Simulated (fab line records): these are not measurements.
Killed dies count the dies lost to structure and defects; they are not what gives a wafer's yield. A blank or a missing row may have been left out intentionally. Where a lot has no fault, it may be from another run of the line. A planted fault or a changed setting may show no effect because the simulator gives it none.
One fault through the eyes of 2 desks :: flow nand-harc :: every desk sees just its own numbers, and what lay behind them comes last

## FROM THE METROLOGY DESK
What the gauges read, lot by lot, whatever tool the lot ran on: means of the sampled wafers that have a number. If a lot's mean is further than 4 standard deviations from the usual mean, the lot is out of limits and carries the mark OUT (the distance appears in the brackets).
Columns: A = cd-nm at NHARC_P_CONTACT_CD_MEAS_12, usual 90.0 nm
lot: L971
first seen here: day 5 22:43
A: 90.2

lot: L973
first seen here: day 6 16:05
A: 90.4

lot: L974
first seen here: day 7 06:19
A: 90.0

lot: L977
first seen here: day 8 09:41
A: 90.9

lot: L978
first seen here: day 9 00:00
A: 89.8

lot: L979
first seen here: day 9 02:06
A: 90.3

lot: L980
first seen here: day 9 14:52
A: 90.2

lot: L983
first seen here: day 10 15:59
A: 89.1

lot: L987
first seen here: day 12 16:56
A: 96.0 (+12) OUT

lot: L988
first seen here: day 12 21:55
A: 89.5

lot: L992
first seen here: day 14 12:10
A: 90.4

lot: L993
first seen here: day 15 01:37
A: 90.1

lot: L994
first seen here: day 15 20:01
A: 89.9
This desk finds L987 out of limits, L987 being first, at day 12 16:56 (cd-nm at NHARC_P_CONTACT_CD_MEAS_12). Within limits: L971, L973, L974, L977, L978, L979, L980, L983, L988, L992, L993, L994.

## THE TOOL OWNER'S DESK: litho-track-06
The tool's own readings at NHARC_P_CONTACT_PEB_10 (peb time 65 s): means of the sampled wafers that have a number, for each lot that ran on this tool. If a lot's mean is further than 4 standard deviations from the usual mean, the lot is out of limits and carries the mark OUT (the distance appears in the brackets).
Columns: A = plate-temp-C at NHARC_P_CONTACT_PEB_10, usual 99.97 C
lot: L973
first seen here: day 6 16:01
A: 100.03

lot: L974
first seen here: day 7 06:14
A: 99.99

lot: L979
first seen here: day 9 02:01
A: 99.77

lot: L983
first seen here: day 10 15:55
A: 100.05

lot: L987
first seen here: day 12 16:52
A: 99.74
This desk found nothing out of limits on any of the 5 lots.

## PUT TOGETHER
At day 12 16:56 the metrology desk could have sounded an alarm, on L987.
The desk of the tool owner found nothing out of limits.
The tool owner's desk has L987 on record, within its limits.
NHARC_P_CONTACT_PEB_10 was run on litho-track-06 by each of the lots named.

## WHAT WAS PUT IN BY THE SIMULATOR
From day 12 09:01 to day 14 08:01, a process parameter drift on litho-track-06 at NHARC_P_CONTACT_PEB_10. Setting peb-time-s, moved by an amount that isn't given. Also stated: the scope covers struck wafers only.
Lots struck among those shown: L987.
Delay in hours, fault start to first out-of-limits reading, per desk: metrology desk 8.
